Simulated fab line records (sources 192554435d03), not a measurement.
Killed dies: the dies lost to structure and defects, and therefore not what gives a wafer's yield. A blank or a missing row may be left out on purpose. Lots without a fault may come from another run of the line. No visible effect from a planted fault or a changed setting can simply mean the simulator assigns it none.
Matching of chambers + flow n5Finfet + 4 sister chambers for N5_BEOL_M10_CMP_52 on cmp-01
The step polishes, stops on SiCOH lowk, t overpolish 7 s, target thk 140 nm. 8 wafers are shown with their chamber, then 8 later ones without.

## WAFERS WITH THEIR CHAMBER
| wafer  | chamber | motorCurrentA (A) | timeToEndpointS (s) |
|--------|---------|-------------------|---------------------|
| L080.6 | 0       | 6.3               | 70.7                |
| L081.4 | 0       | 6.2               | 71.3                |
| L085.3 | 1       | 5.7               | 64.8                |
| L085.5 | 2       | 5.9               | 64.1                |
| L086.2 | 3       | 5.7               | 67.4                |
| L086.3 | 2       | 6.0               | 64.6                |
| L086.6 | 1       | 5.9               | 66.3                |
| L089.1 | 3       | 5.2               | 68.6                |

## WAFERS WITH NO CHAMBER GIVEN
| wafer  | motorCurrentA (A) | timeToEndpointS (s) |
|--------|-------------------|---------------------|
| L089.5 | 6.2               | 65.6                |
| L089.6 | 5.6               | 64.2                |
| L088.1 | 5.3               | 63.9                |
| L088.4 | 5.7               | 65.2                |
| L088.6 | 5.5               | 63.9                |
| L094.1 | 6.1               | 65.5                |
| L094.5 | 5.6               | 67.3                |
| L094.6 | 6.0               | 63.3                |

## CHAMBER TAKEN BY EACH
| wafer  | from the rows above     | in truth |
|--------|-------------------------|----------|
| L089.5 | can't be placed: 1 or 2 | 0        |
| L089.6 | can't be placed: 2 or 1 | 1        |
| L088.1 | can't be placed: 2 or 1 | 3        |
| L088.4 | can't be placed: 1 or 2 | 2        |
| L088.6 | can't be placed: 2 or 1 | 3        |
| L094.1 | can't be placed: 1 or 2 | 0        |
| L094.5 | can't be placed: 3 or 1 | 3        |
| L094.6 | can't be placed: 2 or 1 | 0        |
0 of 8 placed correctly. Cannot be placed on the basis of these rows: 8; the candidates contain the true chamber in 3. 0 placed wrongly.
How it was worked out, from the rows above alone: a wafer's distance from a chamber is the root of the sum, over the readings, of the square of ((its reading less the chamber's mean) divided by the reading's scatter). If the next closest chamber is less than 2 further off than the closest, the wafer can't be placed; otherwise it belongs to the closest. A chamber's mean is the mean of its shown wafers. The scatter: the root of (the sum of the squares of (reading less its chamber's mean) over the shown wafers, divided by (wafers less chambers)).
